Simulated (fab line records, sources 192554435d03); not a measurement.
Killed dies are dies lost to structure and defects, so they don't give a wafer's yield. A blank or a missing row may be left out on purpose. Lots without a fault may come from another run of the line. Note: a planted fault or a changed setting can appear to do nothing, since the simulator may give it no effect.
fab line records -- flow n5-finfet
record: lots: 4, wafers: 12, last-day: 14
route steps=1938 shown SDB@370 DUMMY_REMOVAL@377 HKMG_FIN@385 PASSIVATION@1936
lots that met no fault: taken from a fault-free run of the same line
start-h: hours from the record's first day to the start of the lot's first wafer shown -- wait-h: hours since the lot's step before -- " identical to the entry in the row above -- L1.1+2: a row that stands for several wafers -- - no value, or no start was given -- * or withheld: withheld -- < > ~ a bound
route shown NAME@n: NAME is a module with steps in the file, n the number in the route of the first one -- usual: mean/standard deviation taken from wafers without a fault -- same: alike in all rows -- chamber/n: place in a boat -- sites: the reading at each site -- _std_site: how widely they spread, as a standard deviation -- _edge_site: outer sites' mean less inner sites' -- radius-mm: for every site, how far away it sits from the centre of the wafer -- mask NAME#n: copy n -- behind: tool/chamber where the wafer was last shaped -- hold: what put the lot on hold/how long, in hours/how the hold closed -- device: whichever transistor did not switch (one of n, p or np) -- end of line: the tests these same wafers got at the end of their route -- a step given without rows: its recipe and nothing more -- killed: not the wafer's yield, but the dies lost to structure and defects at the first sort -- map: shows each die of a wafer: x if killed, . if not, _ if none is there
set.NAME: the run value of the setting; set.NAME@STEP: its run value at that earlier step -- model.NAME: the simulator's own value behind a step, which no gauge read
lots seen at some steps along the route; tables by step, rows by wafer
== steps ==
step: N5_SDB_PRECLEAN_38
recipe: chemistry: dHF, time-s: 10, dilution: 750:1, temp-c: 25
step: N5_SDB_PRECLEAN_39
recipe: chemistry: O3/DIW, time-s: 45, temp-c: 22, o3-ppm: 10
step: N5_SDB_SRD_28
recipe: dry: ipa-marangoni, time-s: 30, temp-c: 23, rinse-liquid: diw
step: N5_SDB_ALD_29
recipe: material: SiNx, target-thk-a: 300, temp-c: 400, ald-precursor-family: SiH2I2, ald-co-reactant: N2/H2-plasma, pulse-time-s: 1, ald-cycles: 600, purge-time-s: 2, co-reactant-purge-time-s: 2, pressure-torr: 2
step: N5_SDB_CMP_30
recipe: stop-on: poly-Si, t-overpolish-s: 1.54, post-cmp-clean: alkaline-brush, down-force-psi: 4.1491, platen-rpm: 51.796, pad-velocity-m-s: 1.0306, target-thk-nm: 30
step: N5_DUMMY_REMOVAL_HM_STRIP_01
recipe: chemistry: CH3F/O2, material: SiNx, target-depth-a: 40, stop-on: poly-Si, time-s: 6.8, over-etch-frac: 0.3, ion-energy-ev: 60, power-w: 410, bias-w: 29, Ar_flow_sccm: 150, CH3F_flow_sccm: 30, O2_flow_sccm: 20
step: N5_DUMMY_REMOVAL_STRIP_10
recipe: chemistry: N2/H2, time-s: 40, power-w: 100, temp-c: 40, pressure-mtorr: 100, rf-frequency-hz: 6e+07, bias-power-w: 3, n2-flow-sccm: 300, h2-flow-sccm: 300
step: N5_DUMMY_REMOVAL_PRECLEAN_07
recipe: chemistry: dHF, time-s: 30, temp-c: 25, dilution: withheld
step: N5_DUMMY_REMOVAL_DUMMY_REMOVE_02
recipe: chemistry: TMAH, temp-c: 70, target: poly-Si, stop-on: SiO2, target-depth-nm: 142, conc-wt-pct: 5, time-s: 57, dry: ipa-marangoni, rinse-time-s: 30, rinse-temp-c: 23
step: N5_DUMMY_REMOVAL_PRECLEAN_08
recipe: chemistry: NF3:NH3, afs-cycles: 2, temp-c: 30, time-s: 20, sublimation-temp-c: 180, sublimation-time-s: 60, pressure-torr: 3, rf-power-w: 30
lot.wafer,tool,chamber,start-h,wait-h
L823.1+3+4,remote-plasma-02,1,85.22,0.0
L827.2+4+6,remote-plasma-01,0,104.36,0.1
L833.3+4+6,remote-plasma-02,0,145.75,0.1
L834.2+3+5,remote-plasma-02,1,149.82,0.1
step: N5_DUMMY_REMOVAL_PRECLEAN_04
recipe: chemistry: DHF, time-s: 37, temp-c: 25, dilution: 500:1
step: N5_DUMMY_REMOVAL_SRD_05
recipe: dry: ipa-marangoni, do-ppb: 5, time-s: 30, temp-c: 23, rinse-liquid: diw
step: N5_HKMG_FIN_IL_REGROW_00
recipe: material: SiO2, target-thk-a: 7.5, chemistry: O3, temp-c: withheld, time-s: 30
step: N5_HKMG_FIN_HK_ALD_01
recipe: material: HfO2, target-thk-a: 16, temp-c: withheld, ald-precursor-family: HfCl4, ald-co-reactant: H2O, pulse-time-s: 3, purge-time-s: 3, co-reactant-purge-time-s: 2.5, co-reactant-pulse-time-s: 0.3, ald-cycles: 30
step: N5_HKMG_FIN_HK_ANNEAL_02
recipe: temp-c: 700, time-s: 30, ambient: N2, idle-temp-c: 600, ramp-up-c-per-s: 150, ramp-down-c-per-s: 60, cool-to-c: 600
step: N5_HKMG_FIN_ALD_74
recipe: material: La2O3, target-thk-a: 5, temp-c: 250, ald-precursor-family: La-Cp, ald-co-reactant: O3, pulse-time-s: 6, co-reactant-pulse-time-s: 1, purge-time-s: 3, co-reactant-purge-time-s: 3
step: N5_HKMG_FIN_ALD_75
recipe: material: Al2O3, target-thk-a: 10, temp-c: 150, ald-precursor-family: TMA, ald-co-reactant: H2O, pulse-time-s: withheld, co-reactant-pulse-time-s: 1
step: N5_HKMG_FIN_COAT_41
recipe: resist: SOC, temp-c: 250, time-s: 60, spin-rpm: 1500, resist-thk-nm: 300
step: N5_HKMG_FIN_COAT_42
recipe: resist: SiARC, temp-c: 220, time-s: 60, spin-rpm: 1500, resist-thk-nm: 35
step: N5_HKMG_FIN_COAT_43
recipe: resist: CAR-ArF, spin-rpm: 1500, resist-thk-nm: 90
step: N5_HKMG_FIN_EBR_45
recipe: solvent: PGMEA, ebr-width-mm: 1.5
step: N5_HKMG_FIN_SOFTBAKE_44
recipe: temp-c: 110, time-s: 60, resist: CAR-ArF
step: N5_HKMG_FIN_EXPOSE_46
recipe: mask-id: NDIPOLE, na: 1.35, source-shape: conventional, sigma-outer: 0.8, polarization: unpolarized, dose-mj: 40
step: N5_HKMG_FIN_PEB_47
recipe: peb-temp-c: withheld, peb-time-s: 60, resist: CAR-ArF
step: N5_HKMG_FIN_DEVELOP_48
recipe: develop-time-s: 30, developer: TMAH, resist: CAR-ArF, rinse-liquid: diw, dry: air-spin, dev-temp-c: 23
step: N5_HKMG_FIN_DESCUM_53
recipe: chemistry: O2, time-s: 7.9, source-power-w: 50, bias-power-w: 20, pressure-mtorr: 20, rf-frequency-hz: 2.712e+07, temp-c: 40, resist: CAR-ArF, o2-flow-sccm: 225
step: N5_HKMG_FIN_ETCH_54
recipe: chemistry: CF4, target: SiARC, target-depth-a: 455, mask-material: CAR-ArF, time-s: 75.8, ion-energy-ev: 80, pressure-mtorr: 40, source-w: 545, bias-w: 36, Ar_flow_sccm: 100, cf4-flow-sccm: 100, ends: cleared
step: N5_HKMG_FIN_ETCH_55
recipe: chemistry: N2/H2, target: SOC, target-depth-a: 2400, temp-c: 40, time-s: 300, ion-energy-ev: 200, mask-material: SiARC, pressure-mtorr: 30, source-w: 840, bias-w: 150, n2-flow-sccm: 200, h2-flow-sccm: 200
step: N5_HKMG_FIN_STRIP_56
recipe: chemistry: N2/H2, temp-c: 40, n2-flow-sccm: 200, h2-flow-sccm: 200, rf-frequency-hz: 6e+07
step: N5_HKMG_FIN_STRIP_57
recipe: chemistry: CF4, resist: SiARC, power-w: 300, bias-power-w: 75, pressure-mtorr: 50, cf4-flow-sccm: 150, rf-frequency-hz: 6e+07
step: N5_HKMG_FIN_ETCH_58
recipe: chemistry: N2/H2, target: SOC, target-depth-a: 2158, ion-energy-ev: 50, bias-w: 13, time-s: 741, pressure-mtorr: 30, source-w: 875, n2-flow-sccm: 200, h2-flow-sccm: 200
step: N5_HKMG_FIN_STRIP_93
recipe: chemistry: N2/H2, material: SOC, time-s: 20, power-w: 500, temp-c: 40, pressure-mtorr: 50, rf-frequency-hz: 6e+07, bias-power-w: 8, h2-frac: 0.5, n2-flow-sccm: 300, h2-flow-sccm: 300
step: N5_HKMG_FIN_WET_ETCH_76
recipe: chemistry: dNH4OH, mix: 1:50, temp-c: 25, target: Al2O3, stop-on: La2O3, target-depth-nm: 2.25, dry: ipa-marangoni, rinse-time-s: 30, rinse-temp-c: 23
step: N5_HKMG_FIN_STRIP_60
recipe: chemistry: N2/H2, power-w: 2500, temp-c: 300, h2-frac: 0.65, time-s: 360, pressure-mtorr: withheld, n2-flow-sccm: 1750, h2-flow-sccm: 3250
step: N5_HKMG_FIN_WET_ETCH_77
recipe: chemistry: dHCl, mix: 1:10000, temp-c: 25, target: La2O3, stop-on: HfO2, target-depth-nm: 2
step: N5_HKMG_FIN_WET_ETCH_78
recipe: chemistry: dNH4OH, mix: 1:50, temp-c: 25, target: Al2O3, stop-on: La2O3, target-depth-nm: 4.5, dry: ipa-marangoni, rinse-time-s: 30, rinse-temp-c: 23
step: N5_PASSIVATION_PROBE_49
usual: killed_at_M0_to_M3: 35/11, killed_at_M4_up: 13/5.7, killed-at-contacts: 12/5.7, killed-at-front-end: 40/11, killed-at-other: 4/4.4, killed-dies: 105/18, killed-on-rim: 14/3.9, killed-open: 68/14, killed-short: 34/7.4
same: gross-dies: 1180, killed-at-back-side: 0
lot.wafer,tool,chamber,start-h,wait-h,killed_at_M0_to_M3,killed_at_M4_up,killed-at-contacts,killed-at-front-end,killed-at-other,killed-dies,killed-on-rim,killed-open,killed-short
L823.1,prober-01,-,282.66,0.0,62,5,8,28,5,108,13,71,30
L823.3,prober-01,-,282.76,0.1,36,11,10,46,7,110,17,59,39
L823.4,prober-01,-,282.81,0.2,52,10,24,30,5,121,17,74,46
L827.2,prober-01,-,291.37,0.1,41,15,6,42,6,110,15,75,34
L827.4,prober-01,-,291.47,0.2,34,12,16,30,6,98,15,69,26
L827.6,prober-01,-,291.57,0.3,42,11,14,40,15,122,11,69,49
L833.3,prober-01,-,327.58,0.1,33,6,7,161,1,208,18,57,21
L833.4,prober-01,-,327.63,0.2,32,4,6,163,1,206,21,46,30
L833.6,prober-01,-,327.73,0.3,24,20,12,155,3,214,21,59,18
L834.2,prober-02,-,345.91,0.4,25,10,10,144,1,190,30,62,33
L834.3,prober-02,-,345.96,0.4,31,19,4,127,5,186,33,72,24
L834.5,prober-02,-,346.06,0.5,39,20,14,117,4,194,35,60,34
killed by level:class
L823.1 BEOL_M3:geometric-particle:open=16 BEOL_M2:geometric-particle:open=11 BEOL_M0_SAQP:geometric-particle:open=9 STI_FIN_REVEAL:geometric-particle:open=8 BEOL_M0_SAQP:geometric-particle:short=8 BEOL_M1:geometric-particle:open=8 MOL_CONTACT_COAG:geometric-particle:open=6 FIN_SAQP:geometric-particle:open=5
L823.3 FIN_SAQP:geometric-particle:open=10 MOL_CONTACT_COAG:geometric-particle:open=9 BEOL_M2:geometric-particle:open=6 BEOL_M0_SAQP:geometric-particle:short=6 BEOL_M0_SAQP:geometric-particle:open=6 BEOL_M3:geometric-particle:short=6 GATE_CUT:geometric-particle:short=5 FIN_SAQP:geometric-particle:short=4
L823.4 MOL_CONTACT_COAG:geometric-particle:open=20 BEOL_M2:geometric-particle:open=14 BEOL_M0_SAQP:geometric-particle:short=13 BEOL_M3:geometric-particle:open=10 FIN_SAQP:geometric-particle:short=6 BEOL_M1:geometric-particle:short=5 FIN_SAQP:geometric-particle:open=4 STI_FIN_REVEAL:geometric-particle:short=4
L827.2 BEOL_M1:geometric-particle:open=16 BEOL_M0_SAQP:geometric-particle:open=9 DUMMY_GATE:geometric-particle:open=8 FIN_SAQP:geometric-particle:short=7 BEOL_M0_SAQP:geometric-particle:short=6 BEOL_M4:geometric-particle:open=6 FIN_SAQP:geometric-particle:open=5 MOL_CONTACT_COAG:geometric-particle:open=5
L827.4 MOL_CONTACT_COAG:geometric-particle:open=12 BEOL_M1:geometric-particle:open=10 BEOL_M3:geometric-particle:open=7 BEOL_M4:geometric-particle:open=7 STI_FIN_REVEAL:geometric-particle:open=5 GATE_CUT:geometric-particle:open=5 BEOL_M0_SAQP:geometric-particle:short=5 MOL_CONTACT_COAG:geometric-particle:short=4
L827.6 BEOL_M3:geometric-particle:open=11 MOL_CONTACT_COAG:geometric-particle:open=10 BEOL_M0_SAQP:geometric-particle:short=9 STI_FIN_REVEAL:geometric-particle:open=8 BEOL_M1:geometric-particle:open=7 ILD0:geometric-particle:open=6 BEOL_M1:geometric-particle:short=6 GATE_CUT:geometric-particle:short=5
L833.3 DUMMY_REMOVAL:unspecified=130 FIN_SAQP:geometric-particle:open=8 BEOL_M0_SAQP:geometric-particle:open=8 STI_FIN_REVEAL:geometric-particle:open=6 BEOL_M0_SAQP:geometric-particle:short=6 BEOL_M2:geometric-particle:open=6 MOL_CONTACT_COAG:geometric-particle:open=5 BEOL_M1:geometric-particle:open=5
L833.4 DUMMY_REMOVAL:unspecified=129 FIN_SAQP:geometric-particle:open=10 BEOL_M1:geometric-particle:open=10 BEOL_M0_SAQP:geometric-particle:short=8 BEOL_M0_SAQP:geometric-particle:open=5 FIN_SAQP:geometric-particle:short=4 MOL_CONTACT_COAG:geometric-particle:open=4 STI_FIN_REVEAL:geometric-particle:open=3
L833.6 DUMMY_REMOVAL:unspecified=134 BEOL_M4:geometric-particle:open=12 BEOL_M0_SAQP:geometric-particle:open=11 MOL_CONTACT_COAG:geometric-particle:open=9 FIN_SAQP:geometric-particle:open=6 BEOL_M0_SAQP:geometric-particle:short=5 MOL_CONTACT_COAG:geometric-particle:short=3 BEOL_M1:geometric-particle:open=3
L834.2 DUMMY_REMOVAL:unspecified=92 STI_FIN_REVEAL:geometric-particle:open=23 BEOL_M0_SAQP:geometric-particle:open=8 MOL_CONTACT_COAG:geometric-particle:open=7 BEOL_M0_SAQP:geometric-particle:short=7 GATE_CUT:geometric-particle:short=5 FIN_SAQP:geometric-particle:short=4 BEOL_M2:geometric-particle:open=4
L834.3 DUMMY_REMOVAL:unspecified=90 STI_FIN_REVEAL:geometric-particle:open=15 BEOL_M4:geometric-particle:open=11 BEOL_M3:geometric-particle:open=9 BEOL_M0_SAQP:geometric-particle:open=9 FIN_SAQP:geometric-particle:open=5 GATE_CUT:geometric-particle:short=4 BEOL_M2:geometric-particle:open=4
L834.5 DUMMY_REMOVAL:unspecified=95 BEOL_M0_SAQP:geometric-particle:short=15 MOL_CONTACT_COAG:geometric-particle:open=12 BEOL_M0_SAQP:geometric-particle:open=9 BEOL_M3:geometric-particle:open=7 BEOL_M5:geometric-particle:open=6 FIN_SAQP:geometric-particle:open=5 DUMMY_GATE:geometric-particle:open=5
map L833.6 (x killed, . not)
_________________.....x......________________
______________..............x..._____________
___________....................x...__________
__________...........x.......x......_________
________.........................x...._______
_______.........x.....xx...............______
______...........................x......_____
_____..........x.......x...x.............____
____.x......................x...x..x...x..___
___..x...................................x.__
___....................x...x......xxxx.xxx.__
__..........x............x........xxxxxxxxxx_
__x.......xx.................x.x.xxxxxxxxx.x_
_...................x.......x..xx.xxxxxxxxxx.
_x..........................x..xxxxxxxxxxxxxx
_................x..x.........xxxxxxxxxxxxxxx
_.........xx.......x.........x.xxxxxxxxxxxxxx
_............x..........xx....xxxxxxxxxxxxxxx
_..x.....xx...x.x..............xxxxxxxxxxxx.x
_................x...............xx.xxxxxxxx.
_................x.x.x..........xxxxxxxxx..x.
__...................x......x.........xx...._
__................x................x.x......_
___.............x.....xx..x...............x__
___.........x......................x.......__
____.....x.x..........x...x...............___
_____.........x..........................____
______..xx........x.x..................._____
_______..........x.x.......x...........______
________.....x........................_______
__________..x......................._________
___________......x.............xx..__________
______________...........x......_____________
_________________...........x________________
map L834.5 (x killed, . not)
_________________x..........x________________
______________.......x.........._____________
___________x.....................x.__________
__________............x............._________
________.x.......x...x................_______
_______..x................xx..x.....x..______
______...........xxx....x..............x_____
_____..........x.......x.................____
____.........x....x...............x.......___
___.................x................x.....__
___.......x................x...x....x......__
__..........................x..x............_
__...............x.............xx..........._
_.x..................x..............x........
_...xx.............................x.........
_.x......x...x................x......x...x...
_.......x..x.............xxx......x..........
_x......x.......x.x.....................x....
_......x..x..............x.....x.............
_......x...............................x....x
_..........x.x..xx.....x..........x..........
__......x......................xx..........x_
__............................x..xx.xxxx...._
___x............................x.xxxxxxxx.__
___..x.x.....................xxxxxxxxxxxxxx__
____.xx......................xxxxxxxxxxx.x___
_____................x......xxxxxxxxxxxxx____
______......x.............x..xxxxxxxxxxx_____
_______x.....................xxxxxxxxxx______
________.......x....x.....x..xxxxxxxxx_______
__________..xxx.......x.......xxxxxx_________
___________.x...........x...x.xxxxx__________
______________.....x............_____________
_________________.x.....xx...________________
== key ==
first-sign: step: N5_PASSIVATION_PROBE_49, reading: killed-at-front-end, direction: up, sigmas: 9.5, usual: 40, struck: 144
effect: step: N5_PASSIVATION_PROBE_49, reading: killed-dies, direction: up, sigmas: 5.4, usual: 105, struck: 200
more-kills-born-at: N5_DUMMY_REMOVAL_PRECLEAN_08@remote-plasma-02: 670
met-at N5_DUMMY_REMOVAL_PRECLEAN_08
struck-wafers L833.3,L833.4,L833.6,L834.2,L834.3,L834.5
tester-left-out L833,L834
onset-between 85.22 145.75
also-fits time
fault: kind: chamber-particle-source, tool: remote-plasma-02, chamber: -, onset-h: 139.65, steps: N5_DUMMY_REMOVAL_PRECLEAN_08, rate-per-visit-cm2: 1.0853, end-h: 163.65
tester-left-out: of these lots the tester's yield and bins aren't shown, on N5 and GAA mostly nor the transistor test; their killed dies are dies lost to structure and defects alone, not to doping, threshold or leakage, so they don't give the yield
